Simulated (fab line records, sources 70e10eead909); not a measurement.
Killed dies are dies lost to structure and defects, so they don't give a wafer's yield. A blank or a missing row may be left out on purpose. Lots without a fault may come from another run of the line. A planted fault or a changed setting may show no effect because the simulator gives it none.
fab line records | flow nand_harc
record lots=5 wafers=15 last_day=34
route steps=1302 shown P_ZERO_WELL@14
lots that met no fault: from a run of the same line without faults
start_h: hours from the record's first day to the start of the lot's first wafer shown | wait_h: hours since the lot's step before | " the same as in the row above | L1.1+2: a row that stands for several wafers | - no value, or no start given | * or withheld: withheld | < > ~ a bound
route shown NAME@n: a module of which the file shows steps, and the number in the route of the first | usual: mean/standard deviation of fault-free wafers | same: alike in all rows | chamber/n: place in a boat | sites: the reading at each site | _std_site: their standard deviation | _edge_site: outer sites' mean less inner sites' | radius_mm: how far each site lies from the wafer's centre | mask NAME#n: copy n | behind: the tool/chamber that last shaped the wafer | hold: why the lot was held/for how many hours/how that ended | device: the transistor (n, p or np) that didn't switch | end of line: the same wafers' tests at the end of the route | a step without rows: its recipe alone | killed: dies lost to structure and defects at the first sort, not the wafer's yield | map: a wafer's dies, x killed, . not, _ none there
set.NAME: the setting as run; set.NAME@STEP: as run at that earlier step | model.NAME: the simulator's own value behind a step, which no gauge read
lots at some steps of the route; a table a step, a row a wafer
services: from which hour (start_h, from the record's first day; less than 0 if before it) a tool's chamber was out of use, for how many hours, and why
## steps
# step NHARC_P_ZERO_WELL_CD_MEAS_11
# recipe target_cd_nm=500 landing_energy_ev=500
# usual cd_nm=501.1/2
# same landing_energy_ev=500
# columns lot.wafer tool chamber start_h wait_h cd_nm
L293.1 cd_sem-02 0 81.11 - 500.1
L293.2 " 0 " " 498.6
L293.3 " 0 " " 499.2
L295.1 cd_sem-03 0 101.24 - 498.6
L295.3 " 0 " " 498.5
L295.6 " 0 " " 499.8
L298.1 cd_sem-01 0 131.24 - 501.6
L298.2 " 0 " " 501.5
L298.4 " 0 " " 500.0
L308.1 cd_sem-03 0 231.25 - 503.5
L308.2 " 0 " " 501.9
L308.3 " 0 " " 503.5
L309.1 cd_sem-02 0 241.12 - 503.1
L309.2 " 0 " " 502.1
L309.5 " 0 " " 501.4
# step NHARC_P_ZERO_WELL_HARDBAKE_12
# recipe temp_c=118 time_s=65
# step NHARC_P_ZERO_WELL_DESCUM_13
# recipe time_s=3 o2_flow_sccm=200 ar_flow_sccm=0 bias_power_w=0 chemistry=O2
# usual drypump_motor_current_A=5.90/0.29 oes_product_au=1.001/0.011 rf_vpp_V=57.6/0.82 showerhead_plenum_p_Torr=1.87/0.065 throttle_valve_pct=11.311/0.009
# columns lot.wafer tool chamber start_h wait_h drypump_motor_current_A oes_product_au rf_hours_counter_h rf_vpp_V showerhead_plenum_p_Torr throttle_valve_pct
L293.1 rie_diel-06 3 81.27 - 5.77 1.004 42 58.5 1.78 11.316
L293.2 " 0 " " 5.15 0.996 41 57.3 1.95 11.288
L293.3 " 1 " " 5.99 1.003 44 57.1 2.00 11.307
L295.1 rie_diel-04 3 101.39 - 6.11 1.005 25 57.4 1.81 11.309
L295.3 " 0 " " 5.64 0.998 28 56.5 1.83 11.315
L295.6 " 3 " " 6.09 1.009 - 58.2 1.81 11.304
L298.1 rie_diel-04 2 131.44 - 6.17 0.995 36 57.7 1.84 11.315
L298.4 " 0 " " 5.64 1.007 39 57.4 1.83 11.307
L298.2 " 1 " " 5.94 1.007 39 57.7 1.86 11.306
L308.1 rie_diel-02 2 231.41 - 6.10 1.022 2 57.6 1.95 11.321
L308.2 " 0 " " 5.94 1.009 2 59.1 1.81 11.309
L308.3 " 1 " " 5.79 1.019 2 58.7 1.85 11.303
L309.1 rie_diel-04 3 241.28 - 6.12 1.002 21 57.1 1.79 11.309
L309.2 " 0 " " 5.67 0.994 22 57.9 1.81 11.300
L309.5 " 3 " " 6.10 1.006 - 56.9 1.80 11.303
# step NHARC_P_ZERO_WELL_ETCH_65
# recipe target_depth_a=800 overetch_a=240 time_s=87.88 ion_energy_ev=200 n2_flow_sccm=150 h2_flow_sccm=150 ar_flow_sccm=0 rf_w=400 bias_w=150 chemistry=N2/H2
# usual drypump_motor_current_A=5.91/0.28 oes_product_au=1.000/0.011 rf_vpp_V=429.0/2.1 showerhead_plenum_p_Torr=1.98/0.069 throttle_valve_pct=14.171/0.0089
# columns lot.wafer tool chamber start_h wait_h drypump_motor_current_A oes_product_au rf_hours_counter_h rf_vpp_V showerhead_plenum_p_Torr throttle_valve_pct
L293.3 rie_diel-06 2 81.35 0.1 6.21 1.004 45 430.0 2.00 14.167
L293.1 " 0 " " 5.15 1.004 41 432.6 2.08 14.164
L293.2 " 1 " " 6.04 1.013 44 432.6 2.13 14.179
L295.1 rie_diel-04 3 101.49 0.1 6.11 1.004 25 425.5 1.93 14.162
L295.3 " 0 " " 5.65 0.999 28 428.6 1.95 14.175
L295.6 " 3 " " 6.09 1.008 - 427.9 1.93 14.154
L298.2 rie_diel-04 3 131.57 0.1 6.11 0.999 37 426.5 1.92 14.159
L298.1 " 1 " " 5.91 1.015 39 427.7 1.98 14.170
L298.4 " 2 " " 6.13 0.994 36 429.1 1.96 14.164
L308.1 rie_diel-02 0 231.50 0.1 5.94 0.999 2 427.3 1.93 14.168
L308.2 " 2 " " 6.10 1.021 2 432.3 2.07 14.184
L308.3 " 3 " " 6.07 0.994 2 428.2 1.93 14.171
L309.1 rie_diel-04 2 241.37 0.1 6.15 1.008 20 427.7 1.95 14.155
L309.2 " 0 " " 5.66 0.991 22 426.8 1.93 14.180
L309.5 " 2 " " 6.16 1.009 - 428.6 1.95 14.162
# step NHARC_P_ZERO_WELL_ETCH_62
# recipe target_depth_a=130 time_s=6.5 chf3_flow_sccm=50 ar_flow_sccm=200 rf_w=500 bias_w=200 chemistry=CHF3/Ar
# usual drypump_motor_current_A=5.90/0.29 oes_product_au=0.958/0.018 rf_vpp_V=369.4/2 showerhead_plenum_p_Torr=2.29/0.077 throttle_valve_pct=20.216/0.0082
# columns lot.wafer tool chamber start_h wait_h drypump_motor_current_A oes_product_au rf_hours_counter_h rf_vpp_V showerhead_plenum_p_Torr throttle_valve_pct
L293.3 rie_diel-06 3 - - 5.75 0.967 42 366.4 2.19 20.209
L293.1 " 0 " " 5.18 0.978 41 371.9 2.38 20.216
L293.2 " 2 " " 6.20 0.959 45 367.7 2.30 20.223
L295.1 rie_diel-04 0 - - 5.64 0.960 28 367.7 2.24 20.210
L295.3 " 1 " " 5.91 0.986 29 369.8 2.28 20.218
L295.6 " 3 " " 6.13 0.949 - 368.2 2.22 20.192
L298.1 rie_diel-04 3 - - 6.13 0.944 37 366.7 2.22 20.225
L298.2 " 0 " " 5.64 0.963 39 368.1 2.24 20.225
L298.4 " 2 " " 6.12 0.938 36 367.9 2.26 20.223
L308.1 rie_diel-02 3 - - 6.11 0.934 2 366.2 2.23 20.226
L308.2 " 0 " " 5.91 0.964 2 368.4 2.23 20.206
L308.3 " 1 " " 5.82 0.972 2 368.5 2.27 20.223
L309.1 rie_diel-04 1 - - 5.94 0.962 20 368.8 2.27 20.217
L309.2 " 2 " " 6.14 0.969 20 368.2 2.25 20.209
L309.5 " 3 " " 6.14 0.946 - 367.6 2.20 20.207
# step NHARC_P_ZERO_WELL_ETCH_63
# recipe target_depth_a=1200 time_s=40.1 hbr_flow_sccm=150 cl2_flow_sccm=50 rf_w=400 icp_w=400 bias_w=100 chemistry=HBr/Cl2
# usual drypump_motor_current_A=5.7/0.39 he_backside_leak_sccm=2.7/0.31 mfc_cl2_sccm=49.99/0.15 oes_product_au=1.004/0.0096 throttle_valve_pct=26.406/0.0087
# columns lot.wafer tool chamber start_h wait_h drypump_motor_current_A he_backside_leak_sccm mfc_cl2_sccm oes_product_au rf_hours_counter_h throttle_valve_pct
L293.1 rie_si-04 0 81.53 - 5.9 2.5 50.10 1.013 0.51 26.403
L293.2 " 1 " " 5.6 2.5 49.93 1.012 0.47 26.405
L293.3 " 2 " " 6.1 2.4 50.26 1.009 0.56 26.404
L295.1 rie_si-03 3 101.65 - 5.6 2.7 49.88 0.993 0.18 26.406
L295.3 " 2 " " 6.0 2.8 49.94 1.001 0.21 26.407
L295.6 " 0 " " 5.1 2.6 49.96 1.006 - 26.406
L298.4 rie_si-04 2 131.87 - 6.1 2.4 50.28 1.014 0.82 26.410
L298.1 " 3 " " 5.5 2.8 50.20 1.007 0.87 26.411
L298.2 " 1 " " 5.6 2.6 49.82 1.005 0.72 26.384
L308.3 rie_si-03 0 231.71 - 5.1 2.4 50.07 0.990 0.00 26.403
L308.1 " 2 " " 6.0 2.9 50.08 0.997 0.00 26.414
L308.2 " 3 " " 5.6 2.8 49.96 0.998 0.00 26.412
L309.1 rie_si-04 3 241.55 - 5.5 2.7 50.13 0.986 0.33 26.411
L309.2 " 0 " " 5.9 2.5 49.82 1.000 0.32 26.417
L309.5 " 3 " " 5.5 2.8 49.95 0.996 - 26.398
# step NHARC_P_ZERO_WELL_STRIP_15
# recipe time_s=900 temp_c=130 chemistry=SPM
# step NHARC_P_ZERO_WELL_DEHYDRATE_16
# recipe temp_c=150 time_s=120
# step NHARC_P_ZERO_WELL_HMDS_17
# recipe time_s=30
# step NHARC_P_ZERO_WELL_COAT_18
# recipe spin_rpm=withheld
# step NHARC_P_ZERO_WELL_SOFTBAKE_19
# recipe temp_c=122 time_s=95
# step NHARC_P_ZERO_WELL_EBR_20
# step NHARC_P_ZERO_WELL_EXPOSE_21
# recipe na=0.6 target_cd_nm=720 dose_mj=22.31 mask_id=P_NWELL
# columns lot.wafer tool chamber start_h wait_h mask
L293.1+2+3 krf_scanner-02 0 82.17 - P_NWELL#0
L295.1+3+6 krf_scanner-03 0 102.43 - P_NWELL#0
L298.1+2+4 krf_scanner-03 0 132.64 - P_NWELL_R1#0
L308.1+2+3 krf_scanner-04 0 232.36 - P_NWELL#0
L309.1+2+5 krf_scanner-04 0 242.18 - P_NWELL#0
# step NHARC_P_ZERO_WELL_PEB_22
# recipe peb_temp_c=118 peb_time_s=85
# step NHARC_P_ZERO_WELL_DEVELOP_23
# recipe time_s=70
# step NHARC_P_ZERO_WELL_CD_MEAS_24
# recipe target_cd_nm=720 landing_energy_ev=500
# usual cd_nm=720.1/1.5
# same landing_energy_ev=500
# columns lot.wafer tool chamber start_h wait_h cd_nm
L293.1 cd_sem-02 0 82.33 - 718.8
L293.2 " 0 " " 720.4
L293.3 " 0 " " 721.4
L295.1 cd_sem-01 0 102.58 - 721.9
L295.3 " 0 " " 719.7
L295.6 " 0 " " 721.4
L298.1 cd_sem-02 0 132.79 - 711.0
L298.2 " 0 " " 710.5
L298.4 " 0 " " 709.9
L308.1 cd_sem-02 0 232.51 - 719.2
L308.2 " 0 " " 721.5
L308.3 " 0 " " 722.5
L309.1 cd_sem-03 0 242.33 - 719.0
L309.2 " 0 " " 720.5
L309.5 " 0 " " 720.2
# step NHARC_P_ZERO_WELL_HARDBAKE_25
# recipe temp_c=125 time_s=80
# step NHARC_P_ZERO_WELL_DESCUM_26
# recipe time_s=3 o2_flow_sccm=200 ar_flow_sccm=0 bias_power_w=0 chemistry=O2
# usual drypump_motor_current_A=5.94/0.26 oes_product_au=1.000/0.011 rf_vpp_V=57.6/0.83 showerhead_plenum_p_Torr=1.87/0.062 throttle_valve_pct=11.312/0.0097
# columns lot.wafer tool chamber start_h wait_h drypump_motor_current_A oes_product_au rf_hours_counter_h rf_vpp_V showerhead_plenum_p_Torr throttle_valve_pct model.P_ZERO_WELL.cd_nm
L293.1 rie_diel-06 0 82.49 - 5.18 0.996 41 57.7 1.95 11.311 718.6
L293.3 " 2 " " 6.22 0.994 45 57.6 1.87 11.320 721.9
L293.2 " 3 " " 5.76 1.001 42 57.3 1.78 11.314 720.9
L295.3 rie_diel-02 2 102.76 - 6.10 1.016 15 58.4 1.96 11.307 720
L295.1 " 3 " " 6.10 0.993 17 56.3 1.83 11.329 721.8
L295.6 " 2 " " 6.09 1.012 - 57.7 1.96 11.321 722.2
L298.2 rie_diel-04 3 133.39 - 6.09 1.010 38 57.7 1.81 11.324 711.2
L298.4 " 0 " " 5.67 1.005 40 57.0 1.83 11.312 710.5
L298.1 " 1 " " 5.98 1.022 40 56.5 1.86 11.316 710.7
L308.1 rie_diel-04 3 232.67 - 6.09 0.985 20 57.1 1.80 11.309 718.9
L308.3 " 1 " " 5.96 1.020 18 57.9 1.85 11.333 722.2
L308.2 " 2 " " 6.14 1.003 19 57.7 1.83 11.313 721.2
L309.2 rie_diel-06 1 242.51 - 6.06 1.010 36 58.9 1.98 11.306 720.7
L309.1 " 2 " " 6.22 0.986 31 59.0 1.86 11.315 718.9
L309.5 " 1 " " 6.05 1.015 - 57.8 1.98 11.330 720.6
# step NHARC_P_ZERO_WELL_IMPLANT_27
# recipe energy_kev=600 dose_cm2=1e+13 tilt_deg=7
## services
# columns tool chamber start_h hours kind
rie_diel-04 0 59.67 - clean
rie_diel-04 1 59.67 - clean
rie_diel-04 2 59.67 - clean
rie_diel-04 3 59.67 - clean
rie_diel-06 2 93.36 5.8 repair
krf_scanner-02 - 94.00 4.0 pm
rie_diel-06 0 94.16 11.3 repair
krf_scanner-02 - 118.32 0.4 repair
krf_scanner-02 - 124.71 0.4 repair
rie_diel-06 - 130.20 9.0 pm
krf_scanner-04 - 138.09 8.3 repair
rie_diel-06 - 142.33 2.5 repair
rie_diel-02 2 150.21 1.2 repair
rie_si-04 - 165.00 9.0 pm
rie_si-03 3 169.30 8.2 repair
rie_diel-04 - 178.18 9.0 pm
krf_scanner-04 - 182.00 4.0 pm
rie_diel-04 - 187.92 0.2 repair
rie_diel-02 3 198.51 4.3 repair
rie_diel-04 3 199.22 8.6 repair
rie_diel-02 - 216.77 9.0 pm
rie_si-03 - 221.20 9.0 pm
krf_scanner-03 - 224.01 4.0 pm
rie_diel-04 0 230.38 5.9 repair
## key
first_sign step=NHARC_P_ZERO_WELL_EXPOSE_21 reading=mask direction=changed
effect step=NHARC_P_ZERO_WELL_CD_MEAS_24 reading=cd_nm direction=down sigmas=6.6 usual=720.1 struck=710.5
model_effect step=NHARC_P_ZERO_WELL_DESCUM_26 value=P_ZERO_WELL.cd_nm without=719.2 struck=710.8
met_at NHARC_P_ZERO_WELL_EXPOSE_21
struck_wafers L298.1,L298.2,L298.4
tester_left_out L298
onset_between 102.43 132.64
fault kind=wrong_mask tool=any chamber=- onset_h=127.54 steps=NHARC_P_ZERO_WELL_EXPOSE_21 aux_copy=P_NWELL_R1#0 cd_offset_nm=-8.4691 scope=struck_lots_only
# tester_left_out: of these lots the tester's yield and bins aren't shown, on N5 and GAA mostly nor the transistor test; their killed dies are dies lost to structure and defects alone, not to doping, threshold or leakage, so they don't give the yield
